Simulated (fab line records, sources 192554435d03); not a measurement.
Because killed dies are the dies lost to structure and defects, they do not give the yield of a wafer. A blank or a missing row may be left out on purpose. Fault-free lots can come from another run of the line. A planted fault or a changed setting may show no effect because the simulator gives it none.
What tool caused it? :: flow n5_finfet :: 12 lots with 36 wafers sampled at 2 steps, on a route of 1938 steps

== WHAT THE GAUGES READ, wafer by wafer ==
N5_BEOL_M12_OVL_MEAS_29.
lot: L077
measured: day 12 04:06
on: overlay-01
M12_OVL (nm): 4 -1 15

lot: L075
measured: day 12 15:15
on: overlay-01
M12_OVL (nm): 2 -3 -3

lot: L079
measured: day 12 20:26
on: overlay-01
M12_OVL (nm): 1 -3 1

lot: L080
measured: day 13 05:30
on: overlay-01
M12_OVL (nm): -6 6 -1

lot: L084
measured: day 14 01:55
on: overlay-02
M12_OVL (nm): 10 -3 2

lot: L085
measured: day 15 07:02
on: overlay-02
M12_OVL (nm): -1 6 -4

lot: L086
measured: day 15 12:05
on: overlay-01
M12_OVL (nm): -1 -2 -8

lot: L090
measured: day 16 02:44
on: overlay-02
M12_OVL (nm): 2 -2 -5

lot: L091
measured: day 17 15:55
on: overlay-01
M12_OVL (nm): -5 -3 -3

lot: L092
measured: day 18 07:31
on: overlay-01
M12_OVL (nm): 0 -3 3

lot: L096
measured: day 18 16:01
on: overlay-02
M12_OVL (nm): -8 -5 -8

lot: L097
measured: day 19 19:45
on: overlay-02
M12_OVL (nm): -1 6 4

== TOOL THAT RAN EACH LOT (tool first, then ch and the chambers of the sampled wafers, then the start) ==
lot: L077
N5_BEOL_M12_ETCH_59: rie_diel-03 ch 1,3, day 12 03:10

lot: L075
N5_BEOL_M12_ETCH_59: rie_diel-03 ch 2,3, day 12 14:25

lot: L079
N5_BEOL_M12_ETCH_59: rie_diel-04 ch 2,3, day 12 19:37

lot: L080
N5_BEOL_M12_ETCH_59: rie_diel-03 ch 2,3, day 13 04:34

lot: L084
N5_BEOL_M12_ETCH_59: rie_diel-03 ch 0,1,2, day 14 00:58

lot: L085
N5_BEOL_M12_ETCH_59: rie_diel-02 ch 0,1,3, day 15 06:05

lot: L086
N5_BEOL_M12_ETCH_59: rie_diel-04 ch 0,2,3, day 15 11:08

lot: L090
N5_BEOL_M12_ETCH_59: rie_diel-04 ch 1,2,3, day 16 01:53

lot: L091
N5_BEOL_M12_ETCH_59: rie_diel-02 ch 0,1, day 17 14:54

lot: L092
N5_BEOL_M12_ETCH_59: rie_diel-02 ch 0,3, day 18 06:42

lot: L096
N5_BEOL_M12_ETCH_59: rie_diel-04 ch 0,1, day 18 15:12

lot: L097
N5_BEOL_M12_ETCH_59: rie_diel-04 ch 1,3, day 19 18:23
- N5_BEOL_M12_ETCH_59: etches BARC in N2/H2, target depth 89 nm, overetch 26.7 nm, time 67.9 s.

== THE ANSWER, worked out from the rows above alone ==
Rule: the lots themselves supply what counts as usual. The widest of any qualifying gaps counts: lots, ordered by their means at a reading, are off when they make up no more than a third of the lots, leave a main group of 4 or more, and stand apart from it by 3 or more times the standard deviation of that group's means. Not used: any main group whose means are identical at the precision the tables above print for the reading. A lot without any number at a reading at which 4 lots or more have one is off too. Any other lot the step has rows for is counted as sound.
No lot is off on any of the readings shown, so nothing can be concluded from this.

== WHAT THE SIMULATOR HAD INSERTED ==
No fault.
